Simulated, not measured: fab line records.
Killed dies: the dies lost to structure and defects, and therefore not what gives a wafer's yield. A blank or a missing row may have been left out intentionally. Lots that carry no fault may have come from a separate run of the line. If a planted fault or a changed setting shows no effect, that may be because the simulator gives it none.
fab line records | flow nandHarc
record: lots: 12 | wafers: 33 | lastDay: 33
route steps=1302 shown A_CONTACT@1067
lots untouched by any fault: they come from a run of this same line in which no faults occurred
startH: hours from the record's opening day to when the first of the lot's shown wafers began | waitH: how many hours have passed since the lot's step before this one | " repeats the value in the row above | L1.1+2: one row covering several wafers at once | - either no value or no given start | * or withheld: withheld | < > ~ a bound
route shown NAME@n: names a module that has steps shown in the file, with the first one's number in the route | usual: the fault-free wafers' mean and standard deviation | same: alike in all rows | chamber/n: place in a boat | sites: readings site by site | _std_site: the standard deviation of these | _edge_site: mean of outer sites minus mean of inner sites | radiusMm: how far each site lies from the wafer's centre | mask NAME#n: copy n | behind: the last tool/chamber to shape the wafer | hold: why the lot went on hold/how many hours it stayed there/how the hold came to an end | device: which transistor (n, p or np) failed to switch | end of line: the same wafers' tests at the end of the route | a step given without rows: its recipe and nothing more | killed: at the first sort, the dies lost to defects and structure; wafer yield is something else | map: a wafer's dies, marking killed ones x, the rest . and places with no die _
set.NAME: the setting the step ran with; set.NAME@STEP: the setting that earlier step ran with | model.NAME: the simulator's own value behind a step, which no gauge read
route steps across a sampled set of lots; one table per step, one row per wafer
services: from which hour (startH, from the record's first day; less than 0 if before it) a tool's chamber was out of use, for how many hours, and why
== steps ==
step: NHARC_A_CONTACT_DEP_85
recipe: targetThkA: 600 | targetThkNm: 60 | tempC: 400 | pressureTorr: 3.5 | flowSccm: 200 | rfW: 350 | material: SiON
usual: heaterPowerW: 730/81 | showerheadVppV: 1151/58
lot.wafer | tool     | chamber | startH | waitH | heaterPowerW | showerheadVppV
L604.2    | pecvd-02 | 1       | 493.23 | 1.2   | 852          | 1078
L604.6    | "        | 0       | "      | "     | 649          | 1225
L604.5    | "        | 2       | "      | "     | 660          | 1149
L605.3    | pecvd-03 | 1       | 520.73 | 0.9   | 706          | 1207
L605.1    | "        | 2       | "      | "     | 680          | 1207
L605.5    | "        | 1       | "      | "     | 718          | 1174
L607.2    | pecvd-02 | 1       | 522.70 | 1.2   | 770          | 1082
L607.3    | "        | 0       | "      | "     | 772          | 1219
L607.6    | "        | 0       | "      | "     | 779          | 1230
L609.2    | pecvd-02 | 0       | 545.88 | 1.2   | 762          | 1216
L609.4    | "        | 1       | "      | "     | 845          | 1066
L609.6    | "        | 2       | "      | "     | 676          | 1148
L613.2    | pecvd-03 | 1       | 594.44 | 1.2   | 629          | 1187
L613.1    | "        | 2       | "      | "     | 727          | 1211
L613.3    | "        | 0       | "      | "     | 682          | 1095
L618.1    | pecvd-01 | 0       | 643.49 | 1.4   | 578          | 1169
L618.5    | "        | 0       | "      | "     | 582          | 1185
L618.4    | "        | 2       | "      | "     | 816          | 1092
L617.3    | pecvd-03 | 1       | 649.05 | 0.9   | 757          | 1168
L617.6    | "        | 2       | "      | "     | 828          | 1209
L621.2    | pecvd-02 | 2       | 657.35 | 1.2   | 601          | 1140
L621.4    | "        | 0       | "      | "     | 724          | 1211
L620.2    | pecvd-02 | 1       | 657.92 | 1.2   | 878          | 1064
L620.6    | "        | 2       | "      | "     | 641          | 1124
L625.2    | pecvd-02 | 1       | 707.57 | 1.2   | 819          | 1076
L625.3    | "        | 2       | "      | "     | 610          | 1130
L625.6    | "        | 0       | "      | "     | 729          | 1219
L626.2    | pecvd-02 | 0       | 729.08 | 1.2   | 676          | 1242
L626.3    | "        | 1       | "      | "     | 863          | 1090
L626.5    | "        | 0       | "      | "     | 672          | 1216
L627.3    | pecvd-03 | 1       | 741.57 | 0.9   | 726          | 1182
L627.5    | "        | 0       | "      | "     | 626          | 1093
L627.6    | "        | 1       | "      | "     | 724          | 1182
step: NHARC_A_CONTACT_ETCH_89
recipe: targetDepthA: 2600 | overEtchFrac: 0.3 | timeS: 475.3 | ionEnergyEv: 200 | n2FlowSccm: 150 | h2FlowSccm: 150 | arFlowSccm: 0 | rfW: 400 | biasW: 150 | chemistry: N2/H2
usual: drypumpMotorCurrentA: 5.9/0.47 | h2FlowSccm: 150.0/0.44 | oesProductAu: 0.999/0.012 | rfVppV: 429.2/2.8 | showerheadPlenumPTorr: 1.99/0.089 | throttleValvePct: 14.171/0.0095
lot.wafer | tool       | chamber | startH | waitH | drypumpMotorCurrentA | h2FlowSccm | oesProductAu | rfHoursCounterH | rfVppV | showerheadPlenumPTorr | throttleValvePct
L604.2    | rieDiel-04 | 2       | 494.16 | -     | 5.8                  | 150.5      | 1.011        | 22              | 425.9  | 1.90                  | 14.174
L604.5    | "          | 2       | "      | "     | 5.8                  | 150.7      | 1.011        | -               | 425.4  | 1.90                  | 14.170
L604.6    | "          | 3       | "      | "     | 5.7                  | 150.0      | 0.988        | -               | 428.9  | 1.94                  | 14.169
L605.3    | rieDiel-01 | 0       | 522.01 | -     | 5.5                  | 150.2      | 0.993        | 44              | 430.5  | 2.02                  | 14.177
L605.1    | "          | 1       | "      | "     | 6.8                  | 150.1      | 1.012        | 44              | 429.0  | 2.05                  | 14.171
L605.5    | "          | 2       | "      | "     | 5.8                  | 150.4      | 0.994        | -               | 430.2  | 2.01                  | 14.175
L607.3    | rieDiel-04 | 1       | 523.91 | -     | 5.9                  | 150.1      | 0.975        | 24              | 429.6  | 1.96                  | 14.163
L607.2    | "          | 3       | "      | "     | 5.7                  | 150.6      | 0.996        | 25              | 427.9  | 1.94                  | 14.181
L607.6    | "          | 1       | "      | "     | 5.9                  | 149.9      | 0.991        | -               | 426.6  | 1.96                  | 14.174
L609.2    | rieDiel-04 | 2       | 546.91 | -     | 5.9                  | 149.8      | 1.002        | 0               | 427.3  | 1.90                  | 14.165
L609.4    | "          | 1       | "      | "     | 6.0                  | 150.1      | 1.007        | 0               | 428.8  | 1.96                  | 14.176
L609.6    | "          | 2       | "      | "     | 5.9                  | 149.9      | 1.008        | -               | 426.6  | 1.90                  | 14.190
L613.1    | rieDiel-06 | 2       | 595.43 | -     | 5.0                  | 149.8      | 1.012        | 35              | 430.6  | 1.99                  | 14.176
L613.3    | "          | 3       | "      | "     | 6.5                  | 149.2      | 1.000        | 39              | 435.0  | 2.20                  | 14.161
L613.2    | "          | 0       | "      | "     | 5.6                  | 149.9      | 1.003        | 31              | 433.4  | 2.11                  | 14.170
L618.1    | rieDiel-04 | 0       | 644.58 | -     | 6.6                  | 150.5      | 1.004        | 14              | 433.5  | 2.13                  | 14.178
L618.4    | "          | 1       | "      | "     | 6.0                  | 150.5      | 1.000        | 15              | 428.5  | 1.96                  | 14.153
L618.5    | "          | 3       | "      | "     | 5.7                  | 149.9      | 0.983        | -               | 426.8  | 1.93                  | 14.170
L617.3    | rieDiel-04 | 3       | 650.14 | -     | 5.7                  | 150.0      | 0.867        | 16              | 425.8  | 1.93                  | 14.176
L617.6    | "          | 3       | "      | "     | 5.7                  | 150.3      | 0.989        | -               | 427.9  | 1.93                  | 14.174
L621.2    | rieDiel-04 | 1       | 658.41 | -     | 6.0                  | 150.1      | 0.880        | 17              | 426.7  | 1.96                  | 14.149
L621.4    | "          | 3       | "      | "     | 5.7                  | 149.9      | 0.980        | 17              | 427.6  | 1.93                  | 14.164
L620.2    | rieDiel-04 | 2       | 659.30 | -     | 5.8                  | 149.6      | 0.877        | 19              | 425.4  | 1.89                  | 14.183
L620.6    | "          | 1       | "      | "     | 5.9                  | 150.1      | 1.002        | -               | 427.1  | 1.96                  | 14.184
L625.3    | rieDiel-01 | 2       | 708.66 | -     | 5.7                  | 150.0      | 0.991        | 50              | 428.2  | 1.99                  | 14.164
L625.2    | "          | 3       | "      | "     | 4.9                  | 149.6      | 0.979        | 55              | 426.7  | 1.90                  | 14.177
L625.6    | "          | 1       | "      | "     | 6.8                  | 149.5      | 0.999        | -               | 430.5  | 2.03                  | 14.170
L626.2    | rieDiel-04 | 3       | 730.19 | -     | 5.7                  | 149.8      | 0.989        | 1               | 427.0  | 1.93                  | 14.178
L626.3    | "          | 0       | "      | "     | 6.6                  | 149.7      | 1.010        | 2               | 432.5  | 2.13                  | 14.151
L626.5    | "          | 3       | "      | "     | 5.7                  | 150.3      | 0.993        | -               | 429.1  | 1.93                  | 14.162
L627.3    | rieDiel-04 | 3       | 743.34 | -     | 5.7                  | 151.0      | 1.001        | 5               | 429.6  | 1.93                  | 14.171
L627.6    | "          | 3       | "      | "     | 5.7                  | 150.0      | 1.000        | -               | 425.8  | 1.93                  | 14.172
L627.5    | "          | 0       | "      | "     | 6.6                  | 149.6      | 1.007        | -               | 432.6  | 2.13                  | 14.180
step: NHARC_A_CONTACT_ETCH_31
recipe: targetDepthA: 28000 | overEtchFrac: 0.3 | timeS: 728 | ionEnergyEv: 150 | o2FlowSccm: 400 | cosFlowSccm: 20 | arFlowSccm: 0 | rfW: 500 | biasW: 300 | chemistry: O2/COS
usual: drypumpMotorCurrentA: 5.9/0.47 | oesProductAu: 1.000/0.012 | rfVppV: 313.3/1.9 | showerheadPlenumPTorr: 3.06/0.13 | throttleValvePct: 28.331/0.0088
lot.wafer | tool       | chamber | startH | waitH | drypumpMotorCurrentA | oesProductAu | rfHoursCounterH | rfVppV | showerheadPlenumPTorr | throttleValvePct
L604.2    | rieDiel-04 | 0       | -      | -     | 6.6                  | 1.005        | 21              | 315.9  | 3.26                  | 28.337
L604.5    | "          | 1       | "      | "     | 5.9                  | 0.988        | -               | 312.0  | 3.02                  | 28.342
L604.6    | "          | 2       | "      | "     | 5.8                  | 0.999        | -               | 313.1  | 2.92                  | 28.318
L605.3    | rieDiel-01 | 2       | -      | -     | 5.7                  | 0.992        | 48              | 313.3  | 3.08                  | 28.328
L605.1    | "          | 0       | "      | "     | 5.5                  | 0.994        | 45              | 314.2  | 3.10                  | 28.335
L605.5    | "          | 1       | "      | "     | 6.7                  | 1.006        | -               | 313.2  | 3.14                  | 28.334
L607.2    | rieDiel-04 | 0       | -      | -     | 6.6                  | 1.010        | 25              | 317.3  | 3.26                  | 28.337
L607.3    | "          | 3       | "      | "     | 5.7                  | 0.998        | 26              | 311.5  | 2.98                  | 28.341
L607.6    | "          | 0       | "      | "     | 6.6                  | 1.012        | -               | 317.1  | 3.26                  | 28.327
L609.2    | rieDiel-04 | 2       | -      | -     | 5.8                  | 0.987        | 1               | 310.2  | 2.92                  | 28.331
L609.4    | "          | 3       | "      | "     | 5.7                  | 0.973        | 1               | 313.1  | 2.98                  | 28.332
L609.6    | "          | 3       | "      | "     | 5.7                  | 0.974        | -               | 312.4  | 2.98                  | 28.324
L613.3    | rieDiel-06 | 2       | -      | -     | 5.0                  | 0.998        | 36              | 313.3  | 3.05                  | 28.322
L613.1    | "          | 3       | "      | "     | 6.5                  | 0.998        | 39              | 317.5  | 3.35                  | 28.329
L613.2    | "          | 1       | "      | "     | 5.5                  | 1.002        | 34              | 315.3  | 3.16                  | 28.348
L618.4    | rieDiel-04 | 1       | -      | -     | 5.9                  | 0.997        | 16              | 313.0  | 3.01                  | 28.332
L618.1    | "          | 2       | "      | "     | 5.8                  | 0.999        | 18              | 312.0  | 2.91                  | 28.340
L618.5    | "          | 3       | "      | "     | 5.7                  | 0.973        | -               | 312.0  | 2.97                  | 28.341
L617.3    | rieDiel-04 | 1       | -      | -     | 6.0                  | 1.001        | 16              | 312.7  | 3.00                  | 28.306
L617.6    | "          | 0       | "      | "     | 6.6                  | 1.013        | -               | 317.0  | 3.25                  | 28.322
L621.2    | rieDiel-04 | 1       | -      | -     | 5.9                  | 0.997        | 17              | 311.9  | 3.00                  | 28.334
L621.4    | "          | 2       | "      | "     | 5.8                  | 0.986        | 19              | 311.2  | 2.91                  | 28.321
L620.2    | rieDiel-04 | 2       | -      | -     | 5.8                  | 0.995        | 19              | 309.8  | 2.91                  | 28.332
L620.6    | "          | 3       | "      | "     | 5.7                  | 0.985        | -               | 311.4  | 2.97                  | 28.329
L625.2    | rieDiel-01 | 0       | -      | -     | 5.5                  | 1.004        | 55              | 313.4  | 3.07                  | 28.333
L625.3    | "          | 1       | "      | "     | 6.8                  | 1.010        | 50              | 314.0  | 3.11                  | 28.335
L625.6    | "          | 0       | "      | "     | 5.5                  | 1.000        | -               | 314.5  | 3.07                  | 28.326
L626.2    | rieDiel-04 | 0       | -      | -     | 6.6                  | 1.006        | 2               | 316.2  | 3.25                  | 28.333
L626.3    | "          | 1       | "      | "     | 5.9                  | 1.001        | 2               | 312.8  | 3.00                  | 28.338
L626.5    | "          | 0       | "      | "     | 6.6                  | 1.004        | -               | 316.3  | 3.25                  | 28.313
L627.3    | rieDiel-04 | 2       | -      | -     | 5.8                  | 1.004        | 5               | 310.4  | 2.90                  | 28.339
L627.5    | "          | 1       | "      | "     | 6.0                  | 1.014        | -               | 313.7  | 3.00                  | 28.339
L627.6    | "          | 2       | "      | "     | 5.8                  | 1.017        | -               | 309.3  | 2.91                  | 28.336
step: NHARC_A_CONTACT_ETCH_98
recipe: targetDepthA: 200 | overEtchFrac: 0.5 | timeS: 10 | ionEnergyEv: 250 | c4f6FlowSccm: 25 | o2FlowSccm: 20 | arFlowSccm: 500 | rfW: 600 | biasW: 500 | chemistry: C4F6/O2
usual: drypumpMotorCurrentA: 5.9/0.47 | oesProductAu: 0.949/0.016 | rfVppV: 545/3.4 | showerheadPlenumPTorr: 3.85/0.16 | throttleValvePct: 26.902/0.0094
lot.wafer | tool       | chamber | startH | waitH | drypumpMotorCurrentA | oesProductAu | rfHoursCounterH | rfVppV | showerheadPlenumPTorr | throttleValvePct
L604.2    | rieDiel-04 | 2       | -      | -     | 5.8                  | 0.952        | 22              | 540    | 3.68                  | 26.892
L604.6    | "          | 3       | "      | "     | 5.7                  | 0.945        | -               | 543    | 3.75                  | 26.904
L604.5    | "          | 0       | "      | "     | 6.6                  | 0.962        | -               | 550    | 4.09                  | 26.896
L605.3    | rieDiel-04 | 1       | 525.39 | 0.1   | 6.0                  | 0.937        | 25              | 546    | 3.79                  | 26.903
L605.1    | "          | 2       | "      | "     | 5.9                  | 0.934        | 25              | 542    | 3.68                  | 26.898
L605.5    | "          | 1       | "      | "     | 5.9                  | 0.936        | -               | 543    | 3.79                  | 26.909
L607.2    | rieDiel-06 | 3       | -      | -     | 6.5                  | 0.953        | 12              | 552    | 4.22                  | 26.902
L607.3    | "          | 1       | "      | "     | 5.5                  | 0.950        | 11              | 548    | 3.99                  | 26.905
L607.6    | "          | 2       | "      | "     | 5.0                  | 0.947        | -               | 545    | 3.85                  | 26.902
L609.2    | rieDiel-04 | 0       | -      | -     | 6.6                  | 0.963        | 1               | 550    | 4.09                  | 26.902
L609.4    | "          | 1       | "      | "     | 6.0                  | 0.945        | 1               | 545    | 3.79                  | 26.909
L609.6    | "          | 0       | "      | "     | 6.6                  | 0.961        | -               | 550    | 4.09                  | 26.887
L613.1    | rieDiel-06 | 3       | 600.06 | 0.1   | 6.5                  | 0.952        | 41              | 552    | 4.20                  | 26.908
L613.3    | "          | 0       | "      | "     | 5.6                  | 0.925        | 31              | 549    | 4.04                  | 26.896
L613.2    | "          | 2       | "      | "     | 5.0                  | 0.958        | 37              | 546    | 3.84                  | 26.913
L618.4    | rieDiel-04 | 2       | -      | -     | 5.8                  | 0.945        | 18              | 542    | 3.67                  | 26.910
L618.1    | "          | 0       | "      | "     | 6.6                  | 0.967        | 14              | 551    | 4.08                  | 26.904
L618.5    | "          | 1       | "      | "     | 6.0                  | 0.953        | -               | 543    | 3.78                  | 26.913
L617.3    | rieDiel-04 | 2       | 653.07 | 0.1   | 5.8                  | 0.976        | 18              | 542    | 3.67                  | 26.907
L617.6    | "          | 0       | "      | "     | 6.6                  | 0.975        | -               | 550    | 4.08                  | 26.909
L621.4    | rieDiel-04 | 1       | -      | -     | 6.0                  | 0.944        | 18              | 544    | 3.78                  | 26.896
L621.2    | "          | 2       | "      | "     | 5.8                  | 0.933        | 20              | 540    | 3.67                  | 26.906
L620.2    | rieDiel-04 | 0       | -      | -     | 6.6                  | 0.957        | 16              | 551    | 4.08                  | 26.893
L620.6    | "          | 3       | "      | "     | 5.7                  | 0.928        | -               | 544    | 3.74                  | 26.916
L625.2    | rieDiel-01 | 0       | -      | -     | 5.5                  | 0.953        | 55              | 546    | 3.86                  | 26.918
L625.3    | "          | 3       | "      | "     | 4.9                  | 0.950        | 55              | 542    | 3.68                  | 26.898
L625.6    | "          | 0       | "      | "     | 5.5                  | 0.957        | -               | 546    | 3.86                  | 26.897
L626.3    | rieDiel-04 | 1       | -      | -     | 6.0                  | 0.940        | 3               | 545    | 3.78                  | 26.902
L626.2    | "          | 3       | "      | "     | 5.7                  | 0.931        | 3               | 542    | 3.73                  | 26.917
L626.5    | "          | 0       | "      | "     | 6.6                  | 0.944        | -               | 550    | 4.07                  | 26.896
L627.3    | rieDiel-04 | 2       | -      | -     | 5.9                  | 0.939        | 6               | 542    | 3.66                  | 26.895
L627.6    | "          | 1       | "      | "     | 5.9                  | 0.929        | -               | 544    | 3.77                  | 26.902
L627.5    | "          | 2       | "      | "     | 5.9                  | 0.944        | -               | 540    | 3.66                  | 26.890
== services ==
tool       | chamber | startH | hours | kind
rieDiel-04 | 0       | 480.25 | 2.6   | repair
rieDiel-06 | -       | 484.25 | 9.0   | pm
pecvd-01   | -       | 492.18 | 13.0  | pm
pecvd-02   | 2       | 517.88 | 4.8   | repair
rieDiel-04 | 2       | 521.24 | 4.1   | repair
pecvd-02   | -       | 525.66 | 15.1  | repair
rieDiel-01 | 3       | 528.71 | 7.8   | repair
rieDiel-04 | -       | 532.46 | 9.0   | pm
pecvd-03   | -       | 547.30 | 13.0  | pm
rieDiel-01 | -       | 558.26 | 9.0   | pm
pecvd-02   | -       | 589.33 | 13.0  | pm
rieDiel-06 | 0       | 595.74 | 4.3   | repair
pecvd-03   | 0       | 618.30 | 3.5   | repair
pecvd-01   | -       | 644.17 | 0.9   | repair
rieDiel-04 | 3       | 651.48 | 5.8   | repair
rieDiel-06 | 2       | 654.40 | 3.1   | repair
rieDiel-06 | -       | 661.25 | 9.0   | pm
rieDiel-04 | -       | 665.26 | 1.2   | repair
pecvd-03   | 0       | 666.50 | 4.5   | repair
pecvd-01   | -       | 673.18 | 13.0  | pm
pecvd-01   | -       | 699.47 | 1.5   | repair
rieDiel-04 | -       | 709.46 | 9.0   | pm
pecvd-03   | -       | 728.50 | 13.0  | pm
pecvd-02   | 1       | 735.69 | 11.5  | repair
== key ==
firstSign: step: NHARC_A_CONTACT_ETCH_89 | reading: oesProductAu | direction: down | sigmas: 11 | usual: 0.999 | struck: 0.875
effect none on later readings
metAt NHARC_A_CONTACT_ETCH_89
struckLots L617,L620,L621
struckWafers L617.3,L620.2,L621.2
testerLeftOut L617,L620,L621
notActingAt NHARC_A_CONTACT_DEP_85,NHARC_A_CONTACT_ETCH_31,NHARC_A_CONTACT_ETCH_98
onsetBetween 644.58 650.14
fault: kind: processParameterDrift | tool: rieDiel-04 | chamber: - | onsetH: 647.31 | steps: NHARC_A_CONTACT_ETCH_89 | channel: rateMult | offset: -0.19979 | shape: step | endH: 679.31 | scope: struckWafersOnly
testerLeftOut: of these lots the tester's yield and bins aren't shown, on N5 and GAA mostly nor the transistor test; their killed dies are dies lost to structure and defects alone, not to doping, threshold or leakage, so they don't give the yield
